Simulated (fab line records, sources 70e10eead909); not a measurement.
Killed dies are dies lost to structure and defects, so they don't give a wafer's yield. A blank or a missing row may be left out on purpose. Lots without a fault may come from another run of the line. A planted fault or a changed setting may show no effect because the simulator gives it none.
Which tool did it? | flow nand_harc | 12 lots, 36 wafers sampled, at 6 steps of a route of 1159

WHAT THE GAUGES READ, wafer by wafer
NHARC_P_STI_OCD_MEAS_17.
lot  | measured    | on     | trench_depth_nm (nm) | trench_foot_cd_nm (nm)
L445 | day 2 09:13 | ocd-01 | 296.8 305.3 300.1    | 157.2 154.1 155.6
L446 | day 2 21:01 | ocd-02 | 295.6 300.7 297.3    | 161.5 156.6 157.5
L449 | day 3 11:37 | ocd-01 | 299.8 297.3 303.0    | 155.6 158.9 155.5
L451 | day 4 02:59 | ocd-01 | 301.9 301.2 300.8    | 157.8 157.0 155.8
L459 | day 5 23:42 | ocd-02 | 303.8 303.1 304.4    | 159.3 159.2 161.3
L460 | day 6 07:49 | ocd-01 | 299.0 300.9 302.6    | 158.6 159.3 158.6
L461 | day 6 11:41 | ocd-01 | 304.2 302.2 305.3    | 156.3 156.6 156.4
L463 | day 7 00:00 | ocd-02 | 305.3 302.7 303.6    | 156.1 156.9 157.3
L464 | day 7 06:24 | ocd-02 | 302.7 300.6 302.2    | 158.3 154.7 157.9
L465 | day 7 12:26 | ocd-02 | 299.7 300.0 301.4    | 156.3 156.4 155.9
L466 | day 7 19:10 | ocd-02 | 300.8 299.7 299.2    | 156.8 158.8 160.7
L467 | day 8 03:35 | ocd-01 | 299.9 294.3 297.0    | 159.4 159.2 158.2

NHARC_P_GATE_CD_MEAS_11: target cd 1640 nm.
lot  | measured    | on        | cd_nm (nm)
L445 | day 3 19:46 | cd_sem-02 | 1639.7 1639.8 1639.2
L446 | day 4 08:13 | cd_sem-03 | 1639.3 1638.6 1639.5
L449 | day 5 02:44 | cd_sem-01 | - - -
L451 | day 5 18:43 | cd_sem-03 | 1641.3 1637.2 1640.9
L459 | day 7 08:46 | cd_sem-01 | 1640.5 1642.2 1638.8
L460 | day 7 22:58 | cd_sem-02 | 1639.6 1638.6 1640.3
L461 | day 7 22:48 | cd_sem-01 | 1639.9 1640.5 1642.6
L463 | day 8 14:58 | cd_sem-01 | 1640.3 1640.4 1639.3
L464 | day 8 15:08 | cd_sem-02 | 1639.8 1639.8 1638.3
L465 | day 9 03:05 | cd_sem-03 | 1642.1 1638.2 1639.1
L466 | day 9 06:13 | cd_sem-02 | 1640.1 1639.2 1639.1
L467 | day 9 14:14 | cd_sem-02 | 1641.1 1641.9 1638.9

NHARC_END_SORT_01.
lot  | measured     | on        | killed_at_array | killed_at_other | killed_at_periphery | killed_dies | killed_open | killed_short
L449 | day 20 11:47 | prober-02 | 19 26 20        | 0 1 0           | 658 650 657         | 677 677 677 | 2 1 4       | 2 1 2

WHICH TOOL RAN EACH LOT (tool, then ch and the chambers of the sampled wafers, then the start)
lot  | NHARC_P_STI_DESCUM_14             | NHARC_P_STI_ETCH_31                          | NHARC_P_GATE_EXPOSE_08
L445 | rie_diel-03 ch 0,3, day 2 08:40   | rie_diel-03 ch 0,1,3, day 2 09:13 or earlier | krf_scanner-04 ch 0, day 3 19:37
L446 | rie_diel-12 ch 0,3, day 2 20:28   | rie_diel-12 ch 2,3, day 2 21:01 or earlier   | krf_scanner-04 ch 0, day 4 08:04
L449 | rie_diel-12 ch 1,3, day 3 11:06   | rie_diel-12 ch 0,1,2, day 3 11:37 or earlier | krf_scanner-01 ch 0, day 5 02:35
L451 | rie_diel-12 ch 0,2, day 4 02:25   | rie_diel-12 ch 2,3, day 4 02:59 or earlier   | krf_scanner-01 ch 0, day 5 18:34
L459 | rie_diel-07 ch 0,2,3, day 5 23:11 | rie_diel-07 ch 1,2,3, day 5 23:42 or earlier | krf_scanner-04 ch 0, day 7 08:37
L460 | rie_diel-03 ch 0,1,3, day 6 07:17 | rie_diel-03 ch 0,1, day 6 07:49 or earlier   | krf_scanner-04 ch 0, day 7 22:49
L461 | rie_diel-07 ch 0,1, day 6 11:09   | rie_diel-07 ch 0,2,3, day 6 11:41 or earlier | krf_scanner-01 ch 0, day 7 22:38
L463 | rie_diel-03 ch 0,1,3, day 6 23:28 | rie_diel-03 ch 0,2,3, day 7 00:00 or earlier | krf_scanner-04 ch 0, day 8 14:49
L464 | rie_diel-12 ch 1,2,3, day 7 05:53 | rie_diel-12 ch 0,1,2, day 7 06:24 or earlier | krf_scanner-02 ch 0, day 8 14:58
L465 | rie_diel-12 ch 1,3, day 7 11:53   | rie_diel-12 ch 0,1, day 7 12:26 or earlier   | krf_scanner-04 ch 0, day 9 02:55
L466 | rie_diel-03 ch 1,2, day 7 18:37   | rie_diel-03 ch 1,2, day 7 19:10 or earlier   | krf_scanner-02 ch 0, day 9 06:04
L467 | rie_diel-12 ch 1,2, day 8 03:05   | rie_diel-12 ch 0,1,3, day 8 03:35 or earlier | krf_scanner-01 ch 0, day 9 14:05
- NHARC_P_STI_DESCUM_14: chemistry O2, time 3 s.
- NHARC_P_STI_ETCH_31: etches the open film in CF4/CHF3, target depth 108.9 nm, time 54.5 s.
- NHARC_P_GATE_EXPOSE_08: exposes mask P HV.

WHAT THE TOOLS THEMSELVES READ (means of the sampled wafers that have a number; where no wafer has one, the mark that the record gives instead)
NHARC_P_STI_DESCUM_14.
lot  | tool        | drypump_motor_current_A (A) | oes_product_au (a.u.) | rf_vpp_V (V) | showerhead_plenum_p_Torr (Torr) | throttle_valve_pct (%)
L445 | rie_diel-03 | 5.9                         | 1.000                 | 57.1         | 1.85                            | 11.317
L446 | rie_diel-12 | 6.0                         | 0.995                 | 56.8         | 1.91                            | 11.310
L449 | rie_diel-12 | 6.1                         | 0.999                 | 58.0         | 1.95                            | 11.301
L451 | rie_diel-12 | 5.6                         | 0.995                 | 56.8         | 1.89                            | 11.310
L459 | rie_diel-07 | 6.0                         | 0.990                 | 58.2         | 1.93                            | 11.309
L460 | rie_diel-03 | 6.0                         | 1.001                 | 57.0         | 1.86                            | 11.303
L461 | rie_diel-07 | 5.6                         | 0.991                 | 57.6         | 1.90                            | 11.307
L463 | rie_diel-03 | 5.9                         | 0.997                 | 56.8         | 1.86                            | 11.304
L464 | rie_diel-12 | 5.8                         | 0.993                 | 58.2         | 1.91                            | 11.310
L465 | rie_diel-12 | 5.9                         | 1.002                 | 57.5         | 1.90                            | 11.311
L466 | rie_diel-03 | 6.1                         | 0.999                 | 57.2         | 1.89                            | 11.307
L467 | rie_diel-12 | 5.6                         | 0.997                 | 57.5         | 1.92                            | 11.315

NHARC_P_STI_ETCH_31.
lot  | tool        | drypump_motor_current_A (A) | oes_product_au (a.u.) | rf_vpp_V (V) | showerhead_plenum_p_Torr (Torr) | throttle_valve_pct (%)
L445 | rie_diel-03 | 6.0                         | 0.962                 | 370.0        | 1.53                            | 16.803
L446 | rie_diel-12 | 5.5                         | 0.965                 | 368.6        | 1.53                            | 16.800
L449 | rie_diel-12 | 6.0                         | 0.919                 | 371.5        | 1.60                            | 16.808
L451 | rie_diel-12 | 5.4                         | 0.949                 | 369.8        | 1.53                            | 16.798
L459 | rie_diel-07 | 5.5                         | 0.968                 | 368.4        | 1.54                            | 16.800
L460 | rie_diel-03 | 6.1                         | 0.937                 | 367.7        | 1.50                            | 16.802
L461 | rie_diel-07 | 6.0                         | 0.969                 | 371.8        | 1.59                            | 16.803
L463 | rie_diel-03 | 5.9                         | 0.964                 | 369.8        | 1.56                            | 16.815
L464 | rie_diel-12 | 6.0                         | 0.966                 | 371.8        | 1.60                            | 16.802
L465 | rie_diel-12 | 6.3                         | 0.969                 | 372.6        | 1.63                            | 16.807
L466 | rie_diel-03 | 6.1                         | 0.957                 | 368.8        | 1.53                            | 16.802
L467 | rie_diel-12 | 6.0                         | 0.970                 | 371.5        | 1.59                            | 16.799

THE ANSWER, worked out from the rows above alone
Rule: what is usual is taken from the lots themselves. Put in order of their means at a reading, lots are off if they are a third of the lots or fewer, leave a main group of 4 or more, and stand apart from it by a gap of 3 or more times the standard deviation of the main group's means; of several such gaps the widest counts. A main group whose means are all the same, to the digits that the tables above print for the reading, isn't used. A lot without any number at a reading at which 4 lots or more have one is off too. The other lots that the step has rows for count as sound. The gauges are gone through in route order, then the tools' own readings, and for those a lot's mean is taken as printed above. The first step at which some lot is off is used, and at that step the reading that is off furthest; a lot without a number counts as furthest.
Off: L449, at NHARC_P_GATE_CD_MEAS_11 (cd_nm). Without a number there: L449. The main group: mean 1639.9 nm, standard deviation 0.57.
A tool fits if, at a process step before that reading, it ran every lot that is off, and no sound lot after the first of them. The gauges at NHARC_P_GATE_CD_MEAS_11 are tried like those tools. NHARC_P_STI_ETCH_31 gives no start for some lots, so the hours and the order of its lots are those of NHARC_P_STI_OCD_MEAS_17. None of those tried fits.

WHAT THE SIMULATOR HAD PUT IN
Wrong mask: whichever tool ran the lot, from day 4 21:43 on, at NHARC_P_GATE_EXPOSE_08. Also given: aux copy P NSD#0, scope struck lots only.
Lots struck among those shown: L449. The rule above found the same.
